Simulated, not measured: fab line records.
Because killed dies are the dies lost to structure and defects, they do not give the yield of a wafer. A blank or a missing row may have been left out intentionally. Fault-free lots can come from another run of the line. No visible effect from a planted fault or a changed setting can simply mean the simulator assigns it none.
Matching of chambers / flow nand harc / rie diel-03 running NHARC_P_M1_STRIP_18: 4 sister chambers
The step strips in N2/H2. 30 wafers are shown with their chamber, then 12 later ones without.

## WAFERS PAIRED WITH THEIR CHAMBERS
wafer=L075.1; chamber=1; drypump motor current A (A)=6.0; oes product au (a.u.)=0.980; rf vpp V (V)=90.3
wafer=L075.2; chamber=2; drypump motor current A (A)=6.6; oes product au (a.u.)=0.997; rf vpp V (V)=91.0
wafer=L075.3; chamber=0; drypump motor current A (A)=5.7; oes product au (a.u.)=1.015; rf vpp V (V)=90.7
wafer=L075.4; chamber=3; drypump motor current A (A)=5.4; oes product au (a.u.)=0.982; rf vpp V (V)=92.1
wafer=L075.5; chamber=2; drypump motor current A (A)=6.6; oes product au (a.u.)=0.997; rf vpp V (V)=90.9
wafer=L075.6; chamber=3; drypump motor current A (A)=5.5; oes product au (a.u.)=0.991; rf vpp V (V)=91.9
wafer=L076.1; chamber=3; drypump motor current A (A)=5.5; oes product au (a.u.)=1.011; rf vpp V (V)=90.3
wafer=L076.2; chamber=0; drypump motor current A (A)=5.7; oes product au (a.u.)=1.029; rf vpp V (V)=90.5
wafer=L076.3; chamber=2; drypump motor current A (A)=6.6; oes product au (a.u.)=0.994; rf vpp V (V)=90.5
wafer=L078.2; chamber=3; drypump motor current A (A)=5.4; oes product au (a.u.)=0.996; rf vpp V (V)=90.9
wafer=L078.5; chamber=2; drypump motor current A (A)=6.6; oes product au (a.u.)=0.984; rf vpp V (V)=90.2
wafer=L078.6; chamber=3; drypump motor current A (A)=5.5; oes product au (a.u.)=1.004; rf vpp V (V)=91.5
wafer=L084.3; chamber=0; drypump motor current A (A)=5.7; oes product au (a.u.)=1.024; rf vpp V (V)=91.4
wafer=L084.4; chamber=3; drypump motor current A (A)=5.5; oes product au (a.u.)=1.002; rf vpp V (V)=91.5
wafer=L084.5; chamber=3; drypump motor current A (A)=5.5; oes product au (a.u.)=1.005; rf vpp V (V)=91.7
wafer=L085.2; chamber=1; drypump motor current A (A)=5.9; oes product au (a.u.)=1.005; rf vpp V (V)=89.5
wafer=L085.4; chamber=0; drypump motor current A (A)=5.7; oes product au (a.u.)=1.014; rf vpp V (V)=91.2
wafer=L085.6; chamber=3; drypump motor current A (A)=5.4; oes product au (a.u.)=1.023; rf vpp V (V)=89.8
wafer=L086.3; chamber=1; drypump motor current A (A)=5.9; oes product au (a.u.)=0.996; rf vpp V (V)=89.1
wafer=L086.4; chamber=0; drypump motor current A (A)=5.7; oes product au (a.u.)=1.003; rf vpp V (V)=91.4
wafer=L086.6; chamber=1; drypump motor current A (A)=5.9; oes product au (a.u.)=0.995; rf vpp V (V)=89.6
wafer=L087.1; chamber=2; drypump motor current A (A)=6.6; oes product au (a.u.)=0.994; rf vpp V (V)=91.1
wafer=L087.3; chamber=1; drypump motor current A (A)=5.9; oes product au (a.u.)=0.995; rf vpp V (V)=91.4
wafer=L087.4; chamber=0; drypump motor current A (A)=5.7; oes product au (a.u.)=1.017; rf vpp V (V)=90.6
wafer=L089.1; chamber=2; drypump motor current A (A)=6.6; oes product au (a.u.)=0.997; rf vpp V (V)=90.7
wafer=L089.3; chamber=3; drypump motor current A (A)=5.5; oes product au (a.u.)=1.018; rf vpp V (V)=91.6
wafer=L089.4; chamber=1; drypump motor current A (A)=5.9; oes product au (a.u.)=1.006; rf vpp V (V)=91.1
wafer=L091.3; chamber=2; drypump motor current A (A)=6.6; oes product au (a.u.)=0.997; rf vpp V (V)=90.4
wafer=L091.5; chamber=2; drypump motor current A (A)=6.6; oes product au (a.u.)=0.992; rf vpp V (V)=91.5
wafer=L091.6; chamber=1; drypump motor current A (A)=5.9; oes product au (a.u.)=1.000; rf vpp V (V)=89.2

SIGNATURES (averages over the wafers above)
reading=drypump motor current A; chamber 0=5.700; chamber 1=5.914; chamber 2=6.600; chamber 3=5.467; scatter within a chamber=0.0331
reading=oes product au; chamber 0=1.01700; chamber 1=0.99671; chamber 2=0.99400; chamber 3=1.00356; scatter within a chamber=0.00945
reading=rf vpp V; chamber 0=90.967; chamber 1=90.029; chamber 2=90.787; chamber 3=91.256; scatter within a chamber=0.678
Rule: for each reading, subtract the chamber's mean from the wafer's reading, divide by that reading's scatter and square the result; add these up over the readings and take the root, which gives the wafer's distance from the chamber. The wafer belongs to the nearest chamber; if the next one is less than 2 further off, it can't be placed. The scatter is the square root of a quotient: the sum, over the shown wafers, of each reading's squared deviation from its chamber's mean, divided by wafers minus chambers.

## WAFERS MISSING THEIR CHAMBER
wafer=L093.1; drypump motor current A (A)=5.5; oes product au (a.u.)=0.980; rf vpp V (V)=91.9
wafer=L093.4; drypump motor current A (A)=5.7; oes product au (a.u.)=1.009; rf vpp V (V)=91.9
wafer=L093.6; drypump motor current A (A)=5.7; oes product au (a.u.)=1.016; rf vpp V (V)=89.4
wafer=L095.1; drypump motor current A (A)=6.6; oes product au (a.u.)=1.012; rf vpp V (V)=90.6
wafer=L095.4; drypump motor current A (A)=5.9; oes product au (a.u.)=1.000; rf vpp V (V)=90.1
wafer=L095.5; drypump motor current A (A)=5.9; oes product au (a.u.)=1.007; rf vpp V (V)=91.1
wafer=L096.2; drypump motor current A (A)=5.7; oes product au (a.u.)=1.015; rf vpp V (V)=89.1
wafer=L096.3; drypump motor current A (A)=5.4; oes product au (a.u.)=0.983; rf vpp V (V)=91.4
wafer=L096.4; drypump motor current A (A)=5.9; oes product au (a.u.)=1.008; rf vpp V (V)=89.4
wafer=L097.1; drypump motor current A (A)=6.6; oes product au (a.u.)=0.996; rf vpp V (V)=88.9
wafer=L097.3; drypump motor current A (A)=5.9; oes product au (a.u.)=0.993; rf vpp V (V)=89.1
wafer=L097.6; drypump motor current A (A)=5.7; oes product au (a.u.)=1.011; rf vpp V (V)=93.5

## WHICH CHAMBER EACH WENT THROUGH
wafer=L093.1; from the rows above=3; in truth=3
wafer=L093.4; from the rows above=0; in truth=0
wafer=L093.6; from the rows above=0; in truth=0
wafer=L095.1; from the rows above=2; in truth=2
wafer=L095.4; from the rows above=1; in truth=1
wafer=L095.5; from the rows above=1; in truth=1
wafer=L096.2; from the rows above=0; in truth=0
wafer=L096.3; from the rows above=3; in truth=3
wafer=L096.4; from the rows above=1; in truth=1
wafer=L097.1; from the rows above=2; in truth=2
wafer=L097.3; from the rows above=1; in truth=1
wafer=L097.6; from the rows above=0; in truth=0
Correct placement for 12 of the 12. Not placeable from these rows: 0. Placed wrongly: 0.
